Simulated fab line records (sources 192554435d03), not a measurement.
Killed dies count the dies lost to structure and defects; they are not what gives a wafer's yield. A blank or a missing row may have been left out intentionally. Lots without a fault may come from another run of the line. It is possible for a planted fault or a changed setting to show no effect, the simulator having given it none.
Matching of chambers || flow n5_finfet || rie_diel-02 running N5_BEOL_M5_ETCH_72: 4 sister chambers
The step etches underlayer in N2/H2, target depth 6.5 nm, time 5.2 s. 4 wafers are shown with their chamber, then 8 later ones without.

## WAFERS, EACH WITH ITS CHAMBER
{"wafer": "L080.2", "chamber": 1, "showerhead_plenum_p_Torr (Torr)": 2.37}
{"wafer": "L082.5", "chamber": 3, "showerhead_plenum_p_Torr (Torr)": 2.61}
{"wafer": "L082.6", "chamber": 2, "showerhead_plenum_p_Torr (Torr)": 2.63}
{"wafer": "L085.1", "chamber": 0, "showerhead_plenum_p_Torr (Torr)": 2.70}

## WAFERS WITH NO CHAMBER GIVEN
{"wafer": "L085.2", "showerhead_plenum_p_Torr (Torr)": 2.63}
{"wafer": "L085.6", "showerhead_plenum_p_Torr (Torr)": 2.69}
{"wafer": "L088.1", "showerhead_plenum_p_Torr (Torr)": 2.60}
{"wafer": "L088.2", "showerhead_plenum_p_Torr (Torr)": 2.62}
{"wafer": "L088.3", "showerhead_plenum_p_Torr (Torr)": 2.69}
{"wafer": "L095.1", "showerhead_plenum_p_Torr (Torr)": 2.60}
{"wafer": "L095.3", "showerhead_plenum_p_Torr (Torr)": 2.68}
{"wafer": "L095.4", "showerhead_plenum_p_Torr (Torr)": 2.69}

## WHICH CHAMBER EACH ONE RAN IN
{"wafer": "L085.2", "from the rows above": "can't be placed: 2 or 3", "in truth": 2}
{"wafer": "L085.6", "from the rows above": 0, "in truth": 0}
{"wafer": "L088.1", "from the rows above": "can't be placed: 3 or 2", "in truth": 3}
{"wafer": "L088.2", "from the rows above": "can't be placed: 2 or 3", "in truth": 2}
{"wafer": "L088.3", "from the rows above": 0, "in truth": 0}
{"wafer": "L095.1", "from the rows above": "can't be placed: 3 or 2", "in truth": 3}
{"wafer": "L095.3", "from the rows above": 0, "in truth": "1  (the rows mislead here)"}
{"wafer": "L095.4", "from the rows above": 0, "in truth": 0}
Correct placement for 3 of the 8. Unplaceable from these rows: 4, with the true chamber sitting among the candidates in 4. Placed wrongly: 1.
How it was worked out, from the rows above alone: a wafer's distance from a chamber is the root of the sum, over the readings, of the square of ((its reading less the chamber's mean) divided by the reading's scatter). If the next closest chamber is less than 2 further off than the closest, the wafer can't be placed; otherwise it belongs to the closest. Each chamber's mean is taken over the wafers shown for it. The scatter: with one shown wafer a chamber, the root of the mean of the squares of how far each hidden wafer lies from its nearest shown one.
